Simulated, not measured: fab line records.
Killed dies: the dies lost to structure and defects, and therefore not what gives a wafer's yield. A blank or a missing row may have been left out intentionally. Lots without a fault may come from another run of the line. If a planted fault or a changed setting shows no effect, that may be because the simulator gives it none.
fab line records ; flow nand-harc
record lots=13; wafers=39; last-day=34
route steps=1302 shown P_M0@253 HYBRID_BOND@1243 THIN_TSV@1259 END@1302
lots that met no fault: from a run of the same line without faults
start-h: start of the lot's first displayed wafer, in hours after the record's first day ; wait-h: hours since the lot's step before ; " unchanged from the row above ; L1.1+2: one row covering several wafers at once ; - either no value or no given start ; * or withheld: withheld ; < > ~ a bound
route shown NAME@n: a module of which the file shows steps, and the number in the route of the first ; usual: average and standard deviation across the fault-free wafers ; same: alike in all rows ; chamber/n: place in a boat ; sites: the reading at each site ; _std_site: their standard deviation ; _edge_site: mean of outer sites minus mean of inner sites ; radius-mm: how far each site lies from the wafer's centre ; mask NAME#n: copy n ; behind: the tool/chamber that last shaped the wafer ; hold: why the lot went on hold/how many hours it stayed there/how the hold came to an end ; device: names the non-switching transistor (n, p or np) ; end of line: tests run on the same wafers once the route is complete ; for a step that has no rows: nothing shown but its recipe ; killed: dies lost to structure and defects at the first sort, not the wafer's yield ; map: shows each die of a wafer: x if killed, . if not, _ if none is there
set.NAME: the setting the step ran with; set.NAME@STEP: the setting that earlier step ran with ; model.NAME: the simulator's own value behind a step, which no gauge read
steps of the route over a sample of lots; a table a step, a row a wafer
services: a tool's chamber out of use, with start hour (start-h, from the record's first day; less than 0 if before it), hours out, and reason
## steps
# step NHARC_P_M0_DEP_00
# recipe target-thk-a=1500; target-thk-nm=150; temp-c=withheld; pressure-torr=5; flow-sccm=200; rf-w=600; material=SiOC
lot.wafer;tool;chamber;start-h;wait-h
L217.2+4+5;pecvd-01;0,0,1;117.84;0.1
L219.1+2+4;pecvd-04;0,1,0;142.46;0.3
L220.2+4+6;pecvd-02;0,0,2;150.50;0.1
L221.2+3+6;pecvd-04;2,0,0;164.57;0.1
L222.2+4+6;pecvd-01;2,1,2;177.56;0.2
L223.3+4+6;pecvd-04;1,2,0;181.75;0.1
L224.1+5+6;pecvd-01;0,0,1;191.61;0.1
L225.2+5+6;pecvd-01;0,0,1;207.31;0.1
L227.6+4+5;pecvd-01;2,0,1;233.74;0.2
L229.2+3+6;pecvd-02;0,1,1;242.39;0.1
L232.3+2+6;pecvd-02;0,1,2;271.60;0.1
L238.1+2+5;pecvd-01;1,0,2;328.79;0.1
L239.1+3+4;pecvd-01;2,0,0;343.62;0.1
# step NHARC_HYBRID_BOND_INSPECT_06
# recipe inspect-instrument=ir-void
# usual raw-defect-count=96/29
lot.wafer;tool;chamber;start-h;wait-h;raw-defect-count
L217.2;defect-inspect-02;-;547.93;0.1;114
L217.4;defect-inspect-02;-;547.93;0.1;121
L217.5;defect-inspect-02;-;547.93;0.1;114
L220.2;defect-inspect-02;-;567.46;0.1;113
L220.4;defect-inspect-02;-;567.46;0.1;109
L220.6;defect-inspect-02;-;567.46;0.1;96
L219.1;defect-inspect-02;-;567.48;0.1;113
L219.2;defect-inspect-02;-;567.48;0.1;109
L219.4;defect-inspect-02;-;567.48;0.1;115
L221.2;defect-inspect-01;-;579.78;0.1;96
L221.3;defect-inspect-01;-;579.78;0.1;108
L221.6;defect-inspect-01;-;579.78;0.1;100
L223.3;defect-inspect-01;-;604.46;0.1;122
L223.4;defect-inspect-01;-;604.46;0.1;113
L223.6;defect-inspect-01;-;604.46;0.1;102
L222.2;defect-inspect-02;-;618.40;0.1;35
L222.4;defect-inspect-02;-;618.40;0.1;36
L222.6;defect-inspect-02;-;618.40;0.1;32
L224.1;defect-inspect-01;-;629.60;0.0;88
L224.5;defect-inspect-01;-;629.60;0.0;87
L224.6;defect-inspect-01;-;629.60;0.0;77
L225.2;defect-inspect-02;-;629.61;0.1;91
L225.5;defect-inspect-02;-;629.61;0.1;87
L227.4;defect-inspect-01;-;650.68;0.1;71
L227.6;defect-inspect-01;-;650.68;0.1;77
L229.2;defect-inspect-01;-;655.05;0.1;91
L229.3;defect-inspect-01;-;655.05;0.1;83
L229.6;defect-inspect-01;-;655.05;0.1;86
L232.2;defect-inspect-02;-;702.98;0.1;71
L232.3;defect-inspect-02;-;702.98;0.1;84
L232.6;defect-inspect-02;-;702.98;0.1;85
L238.1;defect-inspect-02;-;768.21;0.0;69
L238.2;defect-inspect-02;-;768.21;0.0;69
L238.5;defect-inspect-02;-;768.21;0.0;84
L239.1;defect-inspect-01;-;788.26;0.0;138
L239.3;defect-inspect-01;-;788.26;0.0;123
L239.4;defect-inspect-01;-;788.26;0.0;135
# step NHARC_THIN_TSV_CD_MEAS_12
# recipe target-cd-nm=1000; landing-energy-ev=500
# usual cd-nm=1000.4/1.7
lot.wafer;tool;chamber;start-h;wait-h;cd-nm
L217.2;cd-sem-03;0;550.66;-;1002.4
L217.4;cd-sem-03;0;550.66;-;1000.2
L217.5;cd-sem-03;0;550.66;-;998.8
L220.2;cd-sem-02;0;570.06;-;999.1
L220.4;cd-sem-02;0;570.06;-;1001.1
L220.6;cd-sem-02;0;570.06;-;1000.7
L219.1;cd-sem-03;0;572.55;-;1000.5
L219.2;cd-sem-03;0;572.55;-;1003.3
L219.4;cd-sem-03;0;572.55;-;999.7
L221.2;cd-sem-02;0;582.51;-;998.2
L221.3;cd-sem-02;0;582.51;-;998.3
L221.6;cd-sem-02;0;582.51;-;996.7
L223.3;cd-sem-02;0;607.23;-;1001.0
L223.4;cd-sem-02;0;607.23;-;999.0
L223.6;cd-sem-02;0;607.23;-;997.6
L222.2;cd-sem-01;0;621.09;-;998.1
L222.4;cd-sem-01;0;621.09;-;1004.2
L222.6;cd-sem-01;0;621.09;-;1001.4
L224.1;cd-sem-01;0;632.17;-;999.2
L224.5;cd-sem-01;0;632.17;-;1001.8
L224.6;cd-sem-01;0;632.17;-;1001.9
L225.2;cd-sem-02;0;633.52;-;1001.1
L225.5;cd-sem-02;0;633.52;-;1000.4
L227.4;cd-sem-03;0;654.57;-;998.7
L227.6;cd-sem-03;0;654.57;-;997.0
L229.2;cd-sem-01;0;658.93;-;1000.3
L229.3;cd-sem-01;0;658.93;-;1004.4
L229.6;cd-sem-01;0;658.93;-;1001.1
L232.2;cd-sem-03;0;706.87;-;999.7
L232.3;cd-sem-03;0;706.87;-;1000.9
L232.6;cd-sem-03;0;706.87;-;996.8
L238.1;cd-sem-01;0;770.96;-;1002.2
L238.2;cd-sem-01;0;770.96;-;1000.1
L238.5;cd-sem-01;0;770.96;-;997.8
L239.1;cd-sem-01;0;790.96;-;1001.8
L239.3;cd-sem-01;0;790.96;-;999.6
L239.4;cd-sem-01;0;790.96;-;997.7
# step NHARC_THIN_TSV_DEGAS_49
# recipe temp-c=300; time-s=120
# usual heater-power-w=467/56
# same time-s=120
lot.wafer;tool;chamber;start-h;wait-h;heater-power-w
L217.4;pvd-sputter-02;-;553.56;0.1;432
L217.2;pvd-sputter-02;-;553.56;0.1;411
L217.5;pvd-sputter-02;-;553.56;0.1;450
L220.2;pvd-sputter-01;-;573.08;0.1;565
L220.4;pvd-sputter-01;-;573.08;0.1;568
L220.6;pvd-sputter-01;-;573.08;0.1;545
L219.4;pvd-sputter-02;-;575.32;0.1;443
L219.2;pvd-sputter-02;-;575.32;0.1;463
L219.1;pvd-sputter-02;-;575.32;0.1;416
L221.3;pvd-sputter-02;-;585.27;0.1;405
L221.2;pvd-sputter-02;-;585.27;0.1;446
L221.6;pvd-sputter-02;-;585.27;0.1;467
L223.4;pvd-sputter-02;-;610.14;0.1;471
L223.3;pvd-sputter-02;-;610.14;0.1;425
L223.6;pvd-sputter-02;-;610.14;0.1;487
L222.4;pvd-sputter-02;-;623.86;0.1;409
L222.2;pvd-sputter-02;-;623.86;0.1;432
L222.6;pvd-sputter-02;-;623.86;0.1;441
L224.1;pvd-sputter-02;-;635.10;0.2;449
L224.5;pvd-sputter-02;-;635.10;0.2;484
L224.6;pvd-sputter-02;-;635.10;0.2;408
L225.2;pvd-sputter-01;-;636.54;0.2;403
L225.5;pvd-sputter-01;-;636.54;0.2;627
L227.4;pvd-sputter-03;-;657.34;0.1;491
L227.6;pvd-sputter-03;-;657.34;0.1;488
L229.3;pvd-sputter-02;-;661.71;0.1;430
L229.2;pvd-sputter-02;-;661.71;0.1;439
L229.6;pvd-sputter-02;-;661.71;0.1;433
L232.2;pvd-sputter-01;-;709.65;0.1;424
L232.3;pvd-sputter-01;-;709.65;0.1;544
L232.6;pvd-sputter-01;-;709.65;0.1;405
L238.2;pvd-sputter-02;-;773.83;0.1;435
L238.1;pvd-sputter-02;-;773.83;0.1;435
L238.5;pvd-sputter-02;-;773.83;0.1;436
L239.3;pvd-sputter-02;-;793.86;0.1;428
L239.1;pvd-sputter-02;-;793.86;0.1;490
L239.4;pvd-sputter-02;-;793.86;0.1;433
# step NHARC_END_SORT_01
# recipe temp-c=25
# usual defect-limited-yield=91.5/2.4; killed-at-array=52/17; killed-at-other=0.9/1.2; killed-at-periphery=3.9/2.7; killed-dies=57/16; killed-open=3.3/1.9; killed-short=2.5/1.5; sort_bin_2_pct=3.0/1.2; sort_bin_3_pct=0.6/0.34; sort_bin_4_pct=4.8/1.3; sort-n-pass=620/16; sort-rim-yield-pct=89/4.3; sort-yield-pct=91.5/2.4
# same gross-dies=677; sort_bin_5_pct[%]=0; sort_bin_6_pct[%]=0; sort_bin_7_pct[%]=0; sort_bin_8_pct[%]=0; sort-rim-n-gross=106.00
lot.wafer;tool;chamber;start-h;wait-h;defect-limited-yield[%];killed-at-array;killed-at-other;killed-at-periphery;killed-dies;killed-open;killed-short;sort_bin_2_pct[%];sort_bin_3_pct[%];sort_bin_4_pct[%];sort-n-pass;sort-rim-yield-pct[%];sort-yield-pct[%]
L225.2;prober-02;0;647.85;2.8;93.9;40;0;1;41;1;2;1.9;0.3;3.8;636;88;93.9
L225.5;prober-02;0;650.24;3.7;95.6;27;0;3;30;2;3;1.8;0.1;2.5;647;89;95.6
L225.6;prober-02;0;651.03;4.0;0;44;1;632;677;2;3;95.3;0.3;4.4;0;0;0
L227.4;prober-02;0;672.18;3.4;92.6;42;1;7;50;3;2;2.2;0.3;4.9;627;91;92.6
L227.5;prober-02;0;672.97;3.7;0;43;0;634;677;2;1;95.3;0.4;4.3;0;0;0
L227.6;prober-02;0;673.76;4.0;94.4;34;0;4;38;4;2;1.6;0.3;3.7;639;87;94.4
# killed by level:class
L225.2 A_CHANNEL_HOLE_D2:chamber-film-flake=13 A_SLIT:chamber-film-flake=10 A_CONTACT:chamber-film-flake=9 A_CHANNEL_HOLE_D1:chamber-film-flake=3 P_M0:geometric-particle:open=1 A_ONON_D2:geometric-particle:short=1 A_CHANNEL_FILL_D2:geometric-particle:short=1 A_CHANNEL_FILL_D1:chamber-film-flake=1
L225.5 A_SLIT:chamber-film-flake=10 A_CHANNEL_HOLE_D2:chamber-film-flake=5 A_CONTACT:chamber-film-flake=4 A_DECK1_JOINT:chamber-film-flake=2 P_M0:geometric-particle:open=1 P_M0:geometric-particle:short=1 A_ONON_D1:geometric-particle:open=1 A_CHANNEL_FILL_D1:geometric-particle:short=1
L225.6 P_M0:area-dep=630 A_SLIT:chamber-film-flake=23 A_CHANNEL_HOLE_D2:chamber-film-flake=6 A_CONTACT:chamber-film-flake=5 A_CHANNEL_HOLE_D1:chamber-film-flake=3 A_STAIRCASE:chamber-film-flake=2 A_DECK1_JOINT:geometric-particle:short=1 A_CHANNEL_FILL_D2:geometric-particle:open=1
L227.4 A_SLIT:chamber-film-flake=25 A_CHANNEL_HOLE_D1:chamber-film-flake=4 A_M1:chamber-film-flake=4 P_GATE:chamber-film-flake=3 P_STI:chamber-film-flake=2 A_STAIRCASE:chamber-film-flake=2 P_GATE:geometric-particle:open=1 P_M0:geometric-particle:short=1
L227.5 P_M0:area-dep=627 A_SLIT:chamber-film-flake=32 A_CONTACT:chamber-film-flake=4 P_STI:chamber-film-flake=3 A_CHANNEL_HOLE_D1:chamber-film-flake=3 P_ZERO_WELL:chamber-film-flake=2 P_GATE:chamber-film-flake=2 A_ONON_D1:geometric-particle:short=1
L227.6 A_SLIT:chamber-film-flake=12 A_CONTACT:chamber-film-flake=7 A_CHANNEL_HOLE_D1:chamber-film-flake=5 A_CHANNEL_FILL_D1:chamber-film-flake=3 P_GATE:geometric-particle:open=1 A_ONON_D1:geometric-particle:short=1 A_DECK1_JOINT:geometric-particle:open=1 A_ONON_D2:geometric-particle:open=1
## services
tool;chamber;start-h;hours;kind
pecvd-01;2;95.28;5.4;repair
pvd-sputter-02;-;104.03;10.0;pm
pecvd-01;2;128.97;5.6;repair
pecvd-01;-;130.40;13.0;pm
pecvd-04;1;154.14;5.8;repair
pecvd-04;-;214.77;0.8;repair
pecvd-02;-;227.00;13.0;pm
pecvd-04;-;269.35;13.0;pm
pvd-sputter-02;-;282.03;10.0;pm
pecvd-04;-;297.80;0.6;repair
pecvd-02;0;301.66;4.5;repair
pecvd-01;-;311.40;13.0;pm
pecvd-01;-;400.22;2.6;repair
pecvd-01;-;444.21;1.1;repair
pvd-sputter-02;-;460.03;10.0;pm
pecvd-01;-;492.40;13.0;pm
pecvd-01;1;579.45;57.2;repair
pvd-sputter-02;-;620.71;2.6;repair
pvd-sputter-02;-;628.47;4.1;repair
pvd-sputter-02;-;638.03;10.0;pm
pecvd-01;-;673.40;13.0;pm
pecvd-01;0;743.65;2.8;repair
pecvd-01;2;750.75;19.2;repair
pecvd-01;-;761.41;3.1;repair
## key
first-sign step=NHARC_END_SORT_01; reading=killed-at-periphery; direction=up; sigmas=99+; usual=3.9; struck=633
effect step=NHARC_END_SORT_01; reading=sort_bin_2_pct; direction=up; sigmas=79; usual=3.0; struck=95.3
more-kills-born-at NHARC_P_M0_DEP_00@pecvd-01=1257
met-at NHARC_P_M0_DEP_00
struck-lots L225,L227
struck-wafers L225.6,L227.5
later-rows-left-out L225.6,L227.5
not-acting-at NHARC_HYBRID_BOND_INSPECT_06,NHARC_THIN_TSV_CD_MEAS_12,NHARC_THIN_TSV_DEGAS_49
onset-between 191.61 207.31
fault kind=process-parameter-drift; tool=pecvd-01; chamber=1; onset-h=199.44; steps=NHARC_P_M0_DEP_00; channel=target-thk-a; offset=*; shape=step; end-h=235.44; acts-in=*; stated=*
# later-rows-left-out: the simulator's readings of these wafers behind a module that went badly wrong aren't trusted and aren't shown, but for the sort
